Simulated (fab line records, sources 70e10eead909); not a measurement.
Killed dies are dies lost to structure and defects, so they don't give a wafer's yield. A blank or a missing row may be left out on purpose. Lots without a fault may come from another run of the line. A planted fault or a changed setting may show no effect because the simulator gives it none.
fab line records | flow nand_harc
record lots=12 wafers=36 last_day=34
route steps=1302 shown A_M1@1185 A_BONDPAD@1220 END@1302
lots that met no fault: from a run of the same line without faults
start_h: hours from the record's first day to the start of the lot's first wafer shown | wait_h: hours since the lot's step before | " the same as in the row above | L1.1+2: a row that stands for several wafers | - no value, or no start given | * or withheld: withheld | < > ~ a bound
route shown NAME@n: a module of which the file shows steps, and the number in the route of the first | usual: mean/standard deviation of fault-free wafers | same: alike in all rows | chamber/n: place in a boat | sites: the reading at each site | _std_site: their standard deviation | _edge_site: outer sites' mean less inner sites' | radius_mm: how far each site lies from the wafer's centre | mask NAME#n: copy n | behind: the tool/chamber that last shaped the wafer | hold: why the lot was held/for how many hours/how that ended | device: the transistor (n, p or np) that didn't switch | end of line: the same wafers' tests at the end of the route | a step without rows: its recipe alone | killed: dies lost to structure and defects at the first sort, not the wafer's yield | map: a wafer's dies, x killed, . not, _ none there
set.NAME: the setting as run; set.NAME@STEP: as run at that earlier step | model.NAME: the simulator's own value behind a step, which no gauge read
steps of the route over a sample of lots; a table a step, a row a wafer
services: from which hour (start_h, from the record's first day; less than 0 if before it) a tool's chamber was out of use, for how many hours, and why
## steps
# step NHARC_A_M1_CD_MEAS_16
# usual cd_nm=119.9/0.59
# columns lot.wafer tool chamber start_h wait_h cd_nm
L132.2 cd_sem-03 - 548.99 - 120.7
L132.3 " - " " 120.2
L132.6 " - " " 120.5
L133.3 cd_sem-02 - 551.06 - 120.1
L133.5 " - " " 120.4
L133.6 " - " " 120.7
L135.4 cd_sem-03 - 553.90 - 120.2
L135.5 " - " " 119.7
L135.6 " - " " 119.2
L137.1 cd_sem-02 - 579.92 - 119.7
L137.3 " - " " 120.5
L137.4 " - " " 119.7
L138.2 cd_sem-03 - 599.20 - 119.0
L138.4 " - " " 119.2
L138.6 " - " " 119.4
L139.2 cd_sem-03 - 600.45 - 120.0
L139.3 " - " " 119.2
L139.5 " - " " 119.9
L144.3 cd_sem-03 - 645.33 - 119.4
L144.4 " - " " 120.2
L144.6 " - " " 119.1
L149.3 cd_sem-01 - 693.03 - 118.5
L149.4 " - " " 119.7
L149.6 " - " " 119.9
L146.3 cd_sem-03 - 694.04 - 120.2
L146.4 " - " " 120.0
L146.6 " - " " 120.3
L155.1 cd_sem-02 - 761.80 - 119.6
L155.2 " - " " 120.6
L155.5 " - " " 121.0
L153.2 cd_sem-01 - 763.38 - 119.4
L153.5 " - " " 120.2
L153.6 " - " " 119.6
L152.1 cd_sem-01 - 766.68 - 119.8
L152.2 " - " " 120.1
L152.4 " - " " 118.9
# step NHARC_A_BONDPAD_ETCH_12
# recipe target_depth_a=2200 time_s=110 chf3_flow_sccm=50 o2_flow_sccm=10 ar_flow_sccm=200 rf_w=500 bias_w=200 chemistry=CHF3/O2
# usual drypump_motor_current_A=5.64/0.28 oes_product_au=0.946/0.022 rf_fwd_power_W=497.3/1.7 rf_vpp_V=369.5/1.8 showerhead_plenum_p_Torr=2.35/0.074 throttle_valve_pct=20.573/0.0085
# columns lot.wafer tool chamber start_h wait_h drypump_motor_current_A oes_product_au rf_fwd_power_W rf_hours_counter_h rf_vpp_V showerhead_plenum_p_Torr throttle_valve_pct
L132.2 rie_diel-04 3 553.58 - 5.78 0.962 500.0 2 372.7 2.46 20.569
L132.3 " 1 " " 5.70 0.968 499.0 2 370.7 2.43 20.573
L132.6 " 3 " " 5.76 0.962 499.8 - 372.8 2.46 20.576
L133.3 rie_diel-08 1 555.72 - 5.59 0.966 498.1 0 367.4 2.25 20.565
L133.6 " 0 " " 5.29 0.973 497.1 - 368.0 2.34 20.583
L133.5 " 1 " " 5.59 0.977 499.3 - 367.4 2.25 20.570
L135.4 rie_diel-08 3 558.71 - 5.33 0.974 496.3 0 369.4 2.34 20.576
L135.5 " 3 " " 5.36 0.974 497.3 - 372.0 2.34 20.567
L135.6 " 0 " " 5.30 0.960 498.5 - 369.8 2.35 20.577
L137.4 rie_diel-08 2 584.57 - 5.72 0.939 496.9 0 371.2 2.39 20.569
L137.3 " 0 " " 5.29 0.941 498.0 0 371.8 2.35 20.569
L137.1 " 1 " " 5.63 0.942 493.8 0 366.0 2.25 20.564
L138.2 rie_diel-13 2 603.69 - 6.26 0.934 496.7 26 371.5 2.44 20.583
L138.4 " 3 " " 6.24 0.935 496.2 16 371.2 2.46 20.570
L138.6 " 2 " " 6.24 0.933 496.7 - 371.1 2.44 20.575
L139.2 rie_diel-08 3 604.95 - 5.36 0.949 497.1 1 369.9 2.34 20.572
L139.3 " 0 " " 5.30 0.954 496.1 1 367.4 2.34 20.581
L139.5 " 0 " " 5.29 0.952 496.9 - 369.3 2.34 20.576
L144.3 rie_diel-08 0 649.96 - 5.33 0.964 498.1 3 368.4 2.34 20.576
L144.4 " 1 " " 5.64 0.976 500.6 2 367.2 2.25 20.580
L144.6 " 1 " " 5.62 0.979 499.0 - 369.4 2.25 20.577
L149.4 rie_diel-08 3 697.94 - 5.36 0.723 296.0 5 369.5 2.34 20.590
L149.3 " 1 " " 5.60 0.730 297.2 3 367.5 2.25 20.573
L149.6 " 3 " " 5.37 0.738 297.1 - 370.0 2.34 20.559
L146.3 rie_diel-08 1 698.93 - 5.65 0.717 296.6 4 366.7 2.25 20.589
L146.4 " 0 " " 5.30 0.708 300.2 5 371.1 2.34 20.581
L146.6 " 1 " " 5.62 0.714 299.0 - 367.4 2.25 20.579
L155.1 rie_diel-04 1 766.42 - 5.66 0.913 500.3 5 370.1 2.42 20.581
L155.2 " 0 " " 5.78 0.915 496.0 5 369.2 2.31 20.579
L155.5 " 1 " " 5.68 0.923 496.5 - 370.6 2.42 20.575
L153.2 rie_diel-04 1 767.97 - 5.69 0.923 496.1 5 372.7 2.42 20.576
L153.6 " 3 " " 5.79 0.927 497.0 - 372.9 2.45 20.569
L153.5 " 0 " " 5.84 0.921 495.1 - 368.7 2.31 20.573
L152.1 rie_diel-08 0 771.27 - 5.27 0.972 496.4 1 368.9 2.34 20.567
L152.2 " 1 " " 5.62 0.950 496.6 1 367.4 2.24 20.578
L152.4 " 2 " " 5.72 0.965 495.4 1 370.3 2.38 20.571
# step NHARC_A_BONDPAD_CD_MEAS_13
# usual cd_nm=499.4/1.4
# columns lot.wafer tool chamber start_h wait_h hold cd_nm
L132.2 cd_sem-01 - 553.72 - - 499.8
L132.3 " - " " - 498.9
L132.6 " - " " - 498.3
L133.3 cd_sem-03 - 555.86 - - 497.7
L133.5 " - " " - 499.8
L133.6 " - " " - 499.8
L135.4 cd_sem-01 - 558.86 - - 499.6
L135.5 " - " " - 499.7
L135.6 " - " " - 499.9
L137.1 cd_sem-01 - 584.71 - - 499.5
L137.3 " - " " - 499.8
L137.4 " - " " - 500.9
L138.2 cd_sem-02 - 603.82 - - 500.5
L138.4 " - " " - 500.6
L138.6 " - " " - 499.1
L139.2 cd_sem-02 - 605.11 - - 498.6
L139.3 " - " " - 497.6
L139.5 " - " " - 499.1
L144.3 cd_sem-03 - 650.12 - - 500.4
L144.4 " - " " - 501.1
L144.6 " - " " - 501.1
L149.3 cd_sem-03 - 698.09 - - 497.7
L149.4 " - " " - 495.7
L149.6 " - " " - 498.8
L146.3 cd_sem-03 - 699.07 - await_dispo/0.2h/release 495.7
L146.4 " - " " await_dispo/0.2h/release 498.1
L146.6 " - " " await_dispo/0.2h/release 495.1
L146.3 cd_sem-03 - 699.25 0.2 - 495.8
L146.4 " - " " - 498.1
L146.6 " - " " - 495.1
L155.1 cd_sem-03 - 766.56 - - 499.8
L155.2 " - " " - 499.8
L155.5 " - " " - 496.9
L153.2 cd_sem-03 - 768.09 - - 498.7
L153.5 " - " " - 498.5
L153.6 " - " " - 500.0
L152.1 cd_sem-03 - 771.41 - - 499.7
L152.2 " - " " - 498.2
L152.4 " - " " - 499.9
# step NHARC_A_BONDPAD_DEGAS_25
# recipe temp_c=300 time_s=60
# usual heater_power_w=447/28
# columns lot.wafer tool chamber start_h wait_h heater_power_w
L132.2 pvd_sputter-02 - 554.36 - 473
L132.3 " - " " 452
L132.6 " - " " 485
L133.3 pvd_sputter-01 - 556.51 - 427
L133.6 " - " " 429
L133.5 " - " " 461
L135.4 pvd_sputter-01 - 559.50 - 429
L135.5 " - " " 457
L135.6 " - " " 422
L137.3 pvd_sputter-03 - 585.34 - 484
L137.4 " - " " 396
L137.1 " - " " 468
L138.2 pvd_sputter-03 - 604.50 - 439
L138.4 " - " " 466
L138.6 " - " " 496
L139.3 pvd_sputter-01 - 605.73 - 430
L139.2 " - " " 418
L139.5 " - " " 432
L144.4 pvd_sputter-03 - 650.80 - 416
L144.3 " - " " 466
L144.6 " - " " 396
L149.4 pvd_sputter-02 - 698.71 - 477
L149.3 " - " " 458
L149.6 " - " " 462
L146.3 pvd_sputter-03 - 701.82 - 393
L146.4 " - " " 434
L146.6 " - " " 506
L155.2 pvd_sputter-02 - 767.19 - 460
L155.1 " - " " 467
L155.5 " - " " 460
L153.2 pvd_sputter-03 - 768.72 - 417
L153.5 " - " " 413
L153.6 " - " " 403
L152.1 pvd_sputter-01 - 772.04 - 443
L152.2 " - " " 450
L152.4 " - " " 426
# step NHARC_A_BONDPAD_PRE_CLEAN_26
# recipe time_s=30 temp_c=280 gas=H2/He
# usual heater_power_w=394/24
# columns lot.wafer tool chamber start_h wait_h heater_power_w
L132.2 pvd_sputter-02 - - - 386
L132.3 " - " " 423
L132.6 " - " " 419
L133.3 pvd_sputter-01 - - - 390
L133.6 " - " " 406
L133.5 " - " " 361
L135.4 pvd_sputter-01 - - - 363
L135.6 " - " " 380
L135.5 " - " " 376
L137.1 pvd_sputter-03 - - - 348
L137.3 " - " " 383
L137.4 " - " " 400
L138.2 pvd_sputter-03 - - - 441
L138.4 " - " " 351
L138.6 " - " " 427
L139.2 pvd_sputter-01 - - - 378
L139.3 " - " " 371
L139.5 " - " " 389
L144.3 pvd_sputter-03 - - - 360
L144.4 " - " " 438
L144.6 " - " " 369
L149.3 pvd_sputter-02 - - - 401
L149.4 " - " " 379
L149.6 " - " " 415
L146.3 pvd_sputter-03 - - - 435
L146.4 " - " " 378
L146.6 " - " " 429
L155.2 pvd_sputter-02 - - - 400
L155.1 " - " " 428
L155.5 " - " " 374
L153.2 pvd_sputter-03 - - - 367
L153.6 " - " " 368
L153.5 " - " " 364
L152.2 pvd_sputter-01 - - - 398
L152.4 " - " " 365
L152.1 " - " " 372
# step NHARC_END_SORT_01
# recipe temp_c=25
# usual defect_limited_yield=90.7/3 killed_at_array=58/20 killed_at_other=0.9/1.4 killed_at_periphery=4/3.1 killed_dies=63/20 killed_open=3.3/1.8 killed_short=2.4/1.5
# same gross_dies=677
# columns lot.wafer tool chamber start_h wait_h hold defect_limited_yield[%] killed_at_array killed_at_other killed_at_periphery killed_dies killed_open killed_short
L132.2 prober-02 0 594.07 2.8 - 90.0 48 7 13 68 5 1
L132.3 prober-02 0 594.88 3.1 - 90.3 57 2 7 66 4 2
L132.6 prober-02 0 597.29 4.0 - 92.5 43 3 5 51 1 1
L133.3 prober-01 0 594.89 3.1 - 93.2 41 0 5 46 5 3
L133.5 prober-01 0 596.48 3.7 - 93.1 40 0 7 47 6 2
L133.6 prober-01 0 597.28 4.0 - 91.9 48 1 6 55 2 3
L135.4 prober-01 0 603.47 3.4 - 83.8 106 2 2 110 0 3
L135.5 prober-01 0 604.27 3.7 - 83.6 109 1 1 111 3 1
L135.6 prober-01 0 605.07 4.0 - 88.2 73 0 7 80 2 1
L137.1 prober-02 0 613.91 2.5 - 91.4 56 1 1 58 4 3
L137.3 prober-02 0 615.49 3.1 - 90.4 64 0 1 65 4 6
L137.4 prober-02 0 616.28 3.4 - 88.8 76 0 0 76 0 5
L139.2 prober-01 0 634.07 2.8 - 85.8 87 5 4 96 0 1
L139.3 prober-01 0 634.86 3.1 - 84.3 103 2 1 106 3 1
L139.5 prober-01 0 636.42 3.6 - 87.6 82 1 1 84 5 3
L138.2 prober-02 0 634.14 2.8 - 94.8 34 1 0 35 4 3
L138.4 prober-02 0 635.74 3.4 - 93.2 43 2 1 46 5 7
L138.6 prober-02 0 637.34 4.0 - 94.4 36 1 1 38 5 2
L144.3 prober-02 0 689.32 3.1 - 91.7 51 1 4 56 5 3
L144.4 prober-02 0 690.11 3.4 - 89.2 69 1 3 73 4 4
L144.6 prober-02 0 691.71 4.0 - 88.2 72 1 7 80 6 4
L146.3 prober-01 0 732.00 3.2 await_dispo/0.8h/scrap 0 673 0 4 677 2 1
L146.4 prober-01 0 732.81 3.5 await_dispo/0.8h/scrap 0 674 1 2 677 0 1
L146.6 prober-01 0 734.43 4.1 await_dispo/0.8h/scrap 0 675 0 2 677 4 3
L149.3 prober-02 0 732.15 3.1 await_dispo/3.6h/scrap 0 669 1 7 677 4 4
L149.4 prober-02 0 732.97 3.5 await_dispo/3.6h/scrap 0 673 1 3 677 1 2
L149.6 prober-02 0 734.60 4.1 await_dispo/3.6h/scrap 0 671 0 6 677 4 3
L155.1 prober-02 0 796.74 2.5 - 92.9 44 2 2 48 4 1
L155.2 prober-02 0 797.54 2.8 - 91.6 54 1 2 57 3 1
L155.5 prober-02 0 799.92 3.7 - 91.0 56 3 2 61 3 5
L153.2 prober-01 0 797.57 2.8 - 92.2 50 1 2 53 5 2
L153.5 prober-01 0 799.99 3.7 - 93.4 44 0 1 45 2 4
L153.6 prober-01 0 800.80 4.0 - 92.0 54 0 0 54 1 3
L152.1 prober-01 0 804.62 2.5 - 92.6 45 0 5 50 4 2
L152.2 prober-01 0 805.42 2.8 - 95.1 31 0 2 33 3 1
L152.4 prober-01 0 807.01 3.4 - 92.8 40 0 9 49 7 2
# killed by level:class
L132.2 A_CHANNEL_HOLE_D1:chamber_film_flake=29 P_GATE:chamber_film_flake=8 THIN_TSV:chamber_film_flake=7 A_CHANNEL_HOLE_D2:chamber_film_flake=6 A_STAIRCASE:chamber_film_flake=4 A_WL_FILL:chamber_film_flake=3 P_ZERO_WELL:chamber_film_flake=2 A_DECK1_JOINT:chamber_film_flake=2
L132.3 A_CHANNEL_HOLE_D1:chamber_film_flake=37 A_CHANNEL_HOLE_D2:chamber_film_flake=7 P_GATE:chamber_film_flake=4 P_M1:chamber_film_flake=3 A_STAIRCASE:chamber_film_flake=3 A_CHANNEL_FILL_D1:geometric_particle:open=2 A_WL_FILL:chamber_film_flake=2 THIN_TSV:chamber_film_flake=2
L133.3 A_SLIT:chamber_film_flake=17 A_CHANNEL_HOLE_D2:chamber_film_flake=6 A_BONDPAD:chamber_film_flake=5 P_GATE:chamber_film_flake=4 A_CONTACT:chamber_film_flake=3 A_SOURCE_PLATE:geometric_particle:short=1 A_CHANNEL_HOLE_D1:geometric_particle:open=1 A_CHANNEL_HOLE_D2:geometric_particle:open=1
L133.5 A_SLIT:chamber_film_flake=14 A_CHANNEL_HOLE_D2:chamber_film_flake=7 P_GATE:chamber_film_flake=4 A_BONDPAD:chamber_film_flake=4 A_DECK1_JOINT:chamber_film_flake=2 A_STAIRCASE:chamber_film_flake=2 A_CONTACT:chamber_film_flake=2 P_GATE:geometric_particle:short=1
L133.6 A_SLIT:chamber_film_flake=28 A_CHANNEL_HOLE_D2:chamber_film_flake=8 A_STAIRCASE:chamber_film_flake=3 A_BONDPAD:chamber_film_flake=3 P_M0:geometric_particle:open=2 P_GATE:chamber_film_flake=2 A_CONTACT:chamber_film_flake=2 P_GATE:geometric_particle:short=1
L132.6 A_CHANNEL_HOLE_D1:chamber_film_flake=24 A_STAIRCASE:chamber_film_flake=5 A_CHANNEL_HOLE_D2:chamber_film_flake=5 THIN_TSV:chamber_film_flake=3 P_GATE:chamber_film_flake=2 A_WL_FILL:chamber_film_flake=2 A_CONTACT:chamber_film_flake=2 P_STI:geometric_particle:short=1
L135.4 A_CHANNEL_HOLE_D2:chamber_film_flake=34 A_CHANNEL_HOLE_D1:chamber_film_flake=31 A_SLIT:chamber_film_flake=27 A_CONTACT:chamber_film_flake=8 A_CHANNEL_FILL_D2:chamber_film_flake=2 THIN_TSV:chamber_film_flake=2 A_CHANNEL_HOLE_D1:geometric_particle:short=1 A_CHANNEL_FILL_D2:geometric_particle:short=1
L135.5 A_CHANNEL_HOLE_D2:chamber_film_flake=33 A_CHANNEL_HOLE_D1:chamber_film_flake=32 A_SLIT:chamber_film_flake=26 A_CONTACT:chamber_film_flake=7 A_CHANNEL_FILL_D2:chamber_film_flake=2 A_BONDPAD:chamber_film_flake=2 A_DECK1_JOINT:geometric_particle:open=1 A_CHANNEL_FILL_D2:geometric_particle:open=1
L135.6 A_CHANNEL_HOLE_D2:chamber_film_flake=26 A_CHANNEL_HOLE_D1:chamber_film_flake=19 A_SLIT:chamber_film_flake=13 A_CONTACT:chamber_film_flake=5 P_GATE:chamber_film_flake=3 A_CHANNEL_FILL_D1:chamber_film_flake=2 A_DECK1_JOINT:chamber_film_flake=2 A_STAIRCASE:chamber_film_flake=2
L137.1 A_CHANNEL_HOLE_D2:chamber_film_flake=30 A_SLIT:chamber_film_flake=13 A_CONTACT:chamber_film_flake=3 A_CHANNEL_HOLE_D2:geometric_particle:open=2 A_CHANNEL_HOLE_D1:chamber_film_flake=2 P_M0:geometric_particle:open=1 A_SOURCE_PLATE:geometric_particle:short=1 A_ONON_D1:geometric_particle:short=1
L137.3 A_CHANNEL_HOLE_D2:chamber_film_flake=29 A_SLIT:chamber_film_flake=18 A_CHANNEL_HOLE_D1:chamber_film_flake=4 A_CHANNEL_FILL_D2:geometric_particle:short=2 A_DECK1_JOINT:chamber_film_flake=2 A_SOURCE_PLATE:geometric_particle:open=1 A_CHANNEL_FILL_D1:geometric_particle:open=1 A_CHANNEL_FILL_D1:geometric_particle:short=1
L137.4 A_SLIT:chamber_film_flake=32 A_CHANNEL_HOLE_D2:chamber_film_flake=30 A_CONTACT:chamber_film_flake=4 A_ONON_D1:geometric_particle:short=2 A_DECK1_JOINT:geometric_particle:short=2 A_CHANNEL_HOLE_D1:chamber_film_flake=2 A_BONDPAD:chamber_film_flake=2 A_M0:geometric_particle:short=1
L139.2 A_CHANNEL_HOLE_D1:chamber_film_flake=32 A_CHANNEL_HOLE_D2:chamber_film_flake=28 A_SLIT:chamber_film_flake=22 THIN_TSV:chamber_film_flake=5 P_M0:chamber_film_flake=3 A_STAIRCASE:chamber_film_flake=2 A_ONON_D1:geometric_particle:short=1 P_STI:chamber_film_flake=1
L138.2 A_CHANNEL_HOLE_D2:chamber_film_flake=16 A_WL_FILL:chamber_film_flake=4 A_CHANNEL_HOLE_D1:chamber_film_flake=3 A_ONON_D1:geometric_particle:open=2 A_CONTACT:chamber_film_flake=2 A_SOURCE_PLATE:geometric_particle:short=1 A_CHANNEL_FILL_D1:geometric_particle:short=1 A_DECK1_JOINT:geometric_particle:open=1
L139.3 A_SLIT:chamber_film_flake=34 A_CHANNEL_HOLE_D1:chamber_film_flake=32 A_CHANNEL_HOLE_D2:chamber_film_flake=31 THIN_TSV:chamber_film_flake=2 A_ONON_D1:geometric_particle:open=1 A_DECK1_JOINT:geometric_particle:open=1 A_DECK1_JOINT:geometric_particle:short=1 A_CHANNEL_FILL_D2:geometric_particle:open=1
L138.4 A_CHANNEL_HOLE_D2:chamber_film_flake=11 A_CONTACT:chamber_film_flake=7 A_CHANNEL_HOLE_D1:chamber_film_flake=4 A_STAIRCASE:chamber_film_flake=3 A_WL_FILL:chamber_film_flake=3 A_CHANNEL_FILL_D2:geometric_particle:short=2 A_BLC:geometric_particle:short=2 A_DECK1_JOINT:chamber_film_flake=2
L139.5 A_SLIT:chamber_film_flake=28 A_CHANNEL_HOLE_D1:chamber_film_flake=23 A_CHANNEL_HOLE_D2:chamber_film_flake=19 A_CHANNEL_HOLE_D1:geometric_particle:open=1 A_CHANNEL_FILL_D1:geometric_particle:short=1 A_ONON_D2:geometric_particle:open=1 A_CHANNEL_FILL_D2:geometric_particle:open=1 A_CHANNEL_FILL_D2:geometric_particle:short=1
L138.6 A_CHANNEL_HOLE_D2:chamber_film_flake=14 A_CHANNEL_HOLE_D1:chamber_film_flake=4 A_CONTACT:chamber_film_flake=4 A_WL_FILL:chamber_film_flake=3 A_ONON_D1:geometric_particle:open=2 A_SOURCE_PLATE:geometric_particle:short=1 A_CHANNEL_HOLE_D2:geometric_particle:open=1 A_WL_FILL:geometric_particle:short=1
L144.3 A_CHANNEL_HOLE_D1:chamber_film_flake=25 A_CHANNEL_HOLE_D2:chamber_film_flake=10 A_SLIT:chamber_film_flake=3 A_CHANNEL_FILL_D2:geometric_particle:open=2 P_BONDPAD:chamber_film_flake=2 A_STAIRCASE:chamber_film_flake=2 A_WL_FILL:chamber_film_flake=2 P_GATE:geometric_particle:short=1
L144.4 A_CHANNEL_HOLE_D1:chamber_film_flake=32 A_CHANNEL_HOLE_D2:chamber_film_flake=19 P_BONDPAD:chamber_film_flake=3 A_STAIRCASE:chamber_film_flake=3 A_SLIT:chamber_film_flake=3 A_ZERO_WELL:chamber_film_flake=2 A_CHANNEL_FILL_D1:geometric_particle:short=1 A_DECK1_JOINT:geometric_particle:short=1
L144.6 A_CHANNEL_HOLE_D1:chamber_film_flake=36 A_CHANNEL_HOLE_D2:chamber_film_flake=23 P_BONDPAD:chamber_film_flake=4 A_CHANNEL_FILL_D1:geometric_particle:open=2 P_CONTACT:geometric_particle:open=1 A_ONON_D1:geometric_particle:short=1 A_CHANNEL_HOLE_D1:geometric_particle:short=1 A_DECK1_JOINT:geometric_particle:open=1
L146.3 A_BONDPAD:area_etch=619 A_SLIT:chamber_film_flake=28 A_CONTACT:chamber_film_flake=13 A_CHANNEL_HOLE_D1:chamber_film_flake=10 A_STAIRCASE:chamber_film_flake=2 P_GATE:geometric_particle:open=1 P_M1:geometric_particle:short=1 A_CHANNEL_FILL_D2:geometric_particle:open=1
L149.3 A_BONDPAD:area_etch=602 A_SLIT:chamber_film_flake=22 A_CHANNEL_HOLE_D2:chamber_film_flake=18 A_CHANNEL_HOLE_D1:chamber_film_flake=7 P_GATE:chamber_film_flake=4 A_CONTACT:chamber_film_flake=4 A_BLC:chamber_film_flake=3 A_CHANNEL_FILL_D2:geometric_particle:open=2
L146.4 A_BONDPAD:area_etch=637 A_SLIT:chamber_film_flake=13 A_CHANNEL_HOLE_D1:chamber_film_flake=7 A_STAIRCASE:chamber_film_flake=7 A_CONTACT:chamber_film_flake=5 A_CHANNEL_HOLE_D2:chamber_film_flake=3 P_CONTACT:geometric_particle:short=1 P_M2:chamber_film_flake=1
L149.4 A_BONDPAD:area_etch=606 A_SLIT:chamber_film_flake=31 A_CHANNEL_HOLE_D2:chamber_film_flake=16 A_CONTACT:chamber_film_flake=5 A_CHANNEL_HOLE_D1:chamber_film_flake=4 A_BLC:chamber_film_flake=3 P_GATE:chamber_film_flake=2 A_STAIRCASE:chamber_film_flake=2
L146.6 A_BONDPAD:area_etch=633 A_CHANNEL_HOLE_D1:chamber_film_flake=15 A_SLIT:chamber_film_flake=13 A_STAIRCASE:chamber_film_flake=6 A_WL_FILL:geometric_particle:open=2 P_GATE:geometric_particle:open=1 P_CONTACT:geometric_particle:open=1 A_DECK1_JOINT:geometric_particle:short=1
L149.6 A_BONDPAD:area_etch=624 A_SLIT:chamber_film_flake=16 A_CHANNEL_HOLE_D2:chamber_film_flake=6 A_CHANNEL_HOLE_D1:chamber_film_flake=5 A_CONTACT:chamber_film_flake=5 A_STAIRCASE:chamber_film_flake=3 A_ONON_D1:geometric_particle:open=2 A_CHANNEL_FILL_D2:chamber_film_flake=2
L155.1 A_CHANNEL_HOLE_D2:chamber_film_flake=16 A_SLIT:chamber_film_flake=11 A_CONTACT:chamber_film_flake=8 A_CHANNEL_FILL_D1:geometric_particle:open=2 A_M0:chamber_film_flake=2 THIN_TSV:chamber_film_flake=2 P_M1:geometric_particle:short=1 A_ONON_D1:geometric_particle:open=1
L155.2 A_CHANNEL_HOLE_D2:chamber_film_flake=38 A_CONTACT:chamber_film_flake=5 A_SLIT:chamber_film_flake=4 P_M0:geometric_particle:open=2 A_M0:chamber_film_flake=2 A_CHANNEL_FILL_D2:geometric_particle:open=1 STARTING-WAFER:geometric_particle:short=1 A_CHANNEL_HOLE_D1:chamber_film_flake=1
L153.2 A_SLIT:chamber_film_flake=35 A_CONTACT:chamber_film_flake=5 A_SGD_CUT:chamber_film_flake=4 P_M2:geometric_particle:open=2 A_ONON_D1:geometric_particle:open=2 A_CONTACT:geometric_particle:short=1 A_M0:geometric_particle:short=1 STARTING-WAFER:geometric_particle:open=1
L155.5 A_CHANNEL_HOLE_D2:chamber_film_flake=33 A_SLIT:chamber_film_flake=9 A_CONTACT:chamber_film_flake=4 THIN_TSV:chamber_film_flake=3 A_DECK1_JOINT:geometric_particle:short=2 A_M0:chamber_film_flake=2 P_GATE:geometric_particle:open=1 P_M0:geometric_particle:open=1
L153.5 A_SLIT:chamber_film_flake=19 A_CONTACT:chamber_film_flake=9 A_SGD_CUT:chamber_film_flake=6 A_ONON_D1:geometric_particle:short=1 A_CHANNEL_HOLE_D1:geometric_particle:short=1 A_CHANNEL_FILL_D1:geometric_particle:short=1 A_DECK1_JOINT:geometric_particle:open=1 A_CONTACT:geometric_particle:short=1
L153.6 A_SLIT:chamber_film_flake=37 A_SGD_CUT:chamber_film_flake=6 A_CONTACT:chamber_film_flake=4 A_ONON_D2:geometric_particle:short=1 A_CHANNEL_HOLE_D2:geometric_particle:short=1 A_CHANNEL_FILL_D2:geometric_particle:short=1 A_SGD_CUT:geometric_particle:open=1 A_CHANNEL_HOLE_D1:chamber_film_flake=1
L152.1 A_CHANNEL_HOLE_D1:chamber_film_flake=17 A_SLIT:chamber_film_flake=9 A_CONTACT:chamber_film_flake=5 A_STAIRCASE:chamber_film_flake=4 P_GATE:chamber_film_flake=3 A_M0:geometric_particle:open=2 A_CHANNEL_FILL_D1:chamber_film_flake=2 A_DECK1_JOINT:chamber_film_flake=2
L152.2 A_CHANNEL_HOLE_D1:chamber_film_flake=9 A_SLIT:chamber_film_flake=9 A_STAIRCASE:chamber_film_flake=6 A_CONTACT:chamber_film_flake=2 P_CONTACT:geometric_particle:short=1 P_M1:geometric_particle:open=1 A_CHANNEL_FILL_D2:geometric_particle:open=1 A_BLC:geometric_particle:open=1
L152.4 A_CHANNEL_HOLE_D1:chamber_film_flake=10 A_CONTACT:chamber_film_flake=8 A_STAIRCASE:chamber_film_flake=6 A_SLIT:chamber_film_flake=6 P_GATE:chamber_film_flake=4 P_CONTACT:geometric_particle:open=2 A_CHANNEL_FILL_D1:geometric_particle:open=2 P_ZERO_WELL:chamber_film_flake=2
## services
# columns tool chamber start_h hours kind
rie_diel-08 1 531.43 16.2 repair
rie_diel-04 - 532.65 9.0 pm
rie_diel-08 - 544.80 9.0 pm
pvd_sputter-03 - 552.72 10.0 pm
pvd_sputter-02 - 555.69 6.9 repair
pvd_sputter-03 - 579.53 1.3 repair
pvd_sputter-01 - 583.37 10.0 pm
rie_diel-08 - 592.77 2.5 repair
rie_diel-08 2 596.07 8.9 repair
pvd_sputter-02 - 597.37 1.4 repair
pvd_sputter-03 - 617.95 0.5 repair
rie_diel-08 2 621.34 4.0 repair
rie_diel-04 2 628.00 28.6 repair
pvd_sputter-02 - 638.00 10.0 pm
rie_diel-04 3 639.10 1.6 repair
pvd_sputter-02 - 658.37 5.7 repair
rie_diel-08 1 681.08 14.5 repair
rie_diel-08 - 721.80 9.0 pm
pvd_sputter-02 - 724.06 2.2 repair
pvd_sputter-03 - 730.72 10.0 pm
rie_diel-08 0 742.08 6.3 repair
pvd_sputter-03 - 742.65 1.7 repair
pvd_sputter-01 - 761.37 10.0 pm
pvd_sputter-02 - 768.20 2.4 repair
## key
first_sign step=NHARC_A_BONDPAD_ETCH_12 reading=rf_fwd_power_W direction=down sigmas=99+ usual=* struck=*
effect step=NHARC_A_BONDPAD_ETCH_12 reading=oes_product_au direction=down sigmas=10 usual=0.946 struck=0.721
effect step=NHARC_A_BONDPAD_CD_MEAS_13 reading=visit direction=added
effect step=NHARC_END_SORT_01 reading=killed_at_array direction=up sigmas=31 usual=58 struck=672
more_kills_born_at NHARC_A_BONDPAD_ETCH_12@rie_diel-08=3721
met_at NHARC_A_BONDPAD_ETCH_12
struck_lots L146,L149
later_rows_left_out L146.3,L146.4,L146.6,L149.3,L149.4,L149.6
not_acting_at NHARC_A_M1_CD_MEAS_16,NHARC_A_BONDPAD_DEGAS_25,NHARC_A_BONDPAD_PRE_CLEAN_26
onset_between 649.96 697.94
fault kind=process_parameter_drift tool=rie_diel-08 chamber=- onset_h=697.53 steps=NHARC_A_BONDPAD_ETCH_12 channel=rf_w offset=* shape=step end_h=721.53 acts_in=* stated=*
# later_rows_left_out: the simulator's readings of these wafers behind a module that went badly wrong aren't trusted and aren't shown, but for the sort
